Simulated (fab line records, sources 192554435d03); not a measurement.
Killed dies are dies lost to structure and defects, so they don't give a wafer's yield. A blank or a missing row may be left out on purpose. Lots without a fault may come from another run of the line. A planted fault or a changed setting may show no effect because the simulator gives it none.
Split-lot experiment | flow n5_finfet | 7 lots, 21 wafers read, on a route of 1938 steps

THE SPLIT
At N5_BEOL_M12_ILD_DEP_00 (deposits SiOC from DEMS/O2, target thk 658.92 nm, time 130.7 s), the setting time_s was moved away from the recipe's 130.7 s on 4 of the 21 wafers read, by -8.7% to +9.3%. The other wafers ran this setting at the recipe's value.

The file shows no step between the split and the reading.

THE READING
M12_ILD_THK, in nm, at N5_BEOL_M12_THK_MEAS_01. Fault-free wafers of this fab line usually give 660 nm, standard deviation 7.5 nm.

wafer  | tool, chamber at the split | time_s as run, s | against the recipe | M12_ILD_THK, nm | against lot-mates on the recipe
L076.2 | pecvd-03, 1                | 130.7            | recipe             | 658             | -
L076.3 | pecvd-03, 2                | 142.9            | +9.3%              | 719             | +58
L076.5 | pecvd-03, 1                | 130.7            | recipe             | 663             | -
L078.1 | pecvd-03, 1                | 120.6            | -7.7%              | 601             | -54
L078.2 | pecvd-03, 2                | 130.7            | recipe             | 654             | -
L078.6 | pecvd-03, 1                | 130.7            | recipe             | 655             | -
L082.2 | pecvd-01, 1                | 130.7            | recipe             | 652             | -
L082.3 | pecvd-01, 2                | 130.7            | recipe             | 655             | -
L082.4 | pecvd-01, 1                | 130.7            | recipe             | 668             | -
L083.1 | pecvd-03, 1                | 130.7            | recipe             | 651             | -
L083.2 | pecvd-03, 2                | 130.7            | recipe             | 661             | -
L083.5 | pecvd-03, 1                | 130.7            | recipe             | 665             | -
L085.1 | pecvd-03, 2                | 130.7            | recipe             | 659             | -
L085.2 | pecvd-03, 1                | 130.7            | recipe             | 651             | -
L085.5 | pecvd-03, 2                | 130.7            | recipe             | 666             | -
L090.1 | pecvd-03, 0                | 122.8            | -6.0%              | 618             | -38
L090.5 | pecvd-03, 0                | 130.7            | recipe             | 660             | -
L090.6 | pecvd-03, 1                | 130.7            | recipe             | 653             | -
L093.1 | pecvd-04, 2                | 130.7            | recipe             | 639             | -
L093.3 | pecvd-04, 1                | 130.7            | recipe             | 655             | -
L093.5 | pecvd-04, 2                | 119.3            | -8.7%              | 587             | -60

THE FIT
A straight line over all 21 wafers: M12_ILD_THK changes by +7.13 nm for each +1% of time_s; r = +0.97; the points scatter about the line by 6.8 nm.
The same after taking each lot's own level away (the mean of its wafers on the recipe; 21 wafers): +6.6 nm for each +1%; r = +0.98; scatter 5.4 nm.
On that fit, the largest move of time_s shifts the reading by 62 nm.
The lots' own levels span 647.0 to 660.5 nm, that is 1.8 times the standard deviation above.
So the lot-to-lot level changes the slope little: the two slopes agree.
Check: with one of the wafers moved furthest among these (+9.3%) left out of the fit, the line predicts +63.4 nm for it against its lot-mates. It came out at +58.5 nm against them.

OTHER SPLITS ON THESE WAFERS
These wafers also went through other splits before the reading. Each is held against what the fit with the lots' levels taken away leaves over:
other split on the same wafers   | wafers away from the commonest value | r with M12_ILD_THK (lot level and that fit taken away)
N5_BEOL_M8_ETCH_65 cf4_flow_sccm | 8                                    | -0.06
N5_BEOL_M8_TRENCH_ETCH_37 bias_w | 7                                    | -0.10
N5_BEOL_M9_EXPOSE_25 dose_mj     | 9                                    | -0.18
N5_BEOL_M9_ETCH_66 time_s        | 9                                    | +0.12

THE WHOLE CHAIN: every reading that the file lists as answering this split, in the file's order
step                    | what it does                                                   | reading                                                                             | change (the file's fit)              | r (the file's)
N5_BEOL_M12_ILD_DEP_00  | deposits SiOC from DEMS/O2, target thk 658.92 nm, time 130.7 s | SiOC_of_BEOL_M12_ILD_DEP_00.thk_nm (the simulator's own value, which no gauge read) | +6.64 nm for each +1% of the setting | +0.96
N5_BEOL_M12_THK_MEAS_01 |                                                                | M12_ILD_THK                                                                         | +6.64 for each +1% of the setting    | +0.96
N5_BEOL_M12_VIA_ETCH_16 | etches SiOC in C4F8/O2/Ar, target depth 724.8 nm               | etch.depth_nm (the simulator's own value, which no gauge read)                      | +6.63 nm for each +1% of the setting | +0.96
N5_BEOL_M12_VIA_ETCH_16 | etches SiOC in C4F8/O2/Ar, target depth 724.8 nm               | coat_of_BEOL_M12_COAT_04.thk_nm (the simulator's own value, which no gauge read)    | -2.03 nm for each +1% of the setting | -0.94
N5_BEOL_M12_STRIP_63    | strips in N2/H2                                                | strip_time_to_endpoint_s                                                            | withheld for each +1% of the setting | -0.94
N5_BEOL_M12_ETCH_38     | etches SiCN in CF4/N2, target depth 68.7 nm, time 73.4 s       | SiOC_of_BEOL_M12_ILD_DEP_00.thk_nm (the simulator's own value, which no gauge read) | +6.67 nm for each +1% of the setting | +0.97

THE FILE'S OWN FIT
M12_ILD_THK changes by +6.64 nm for each +1% of time_s, r = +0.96.
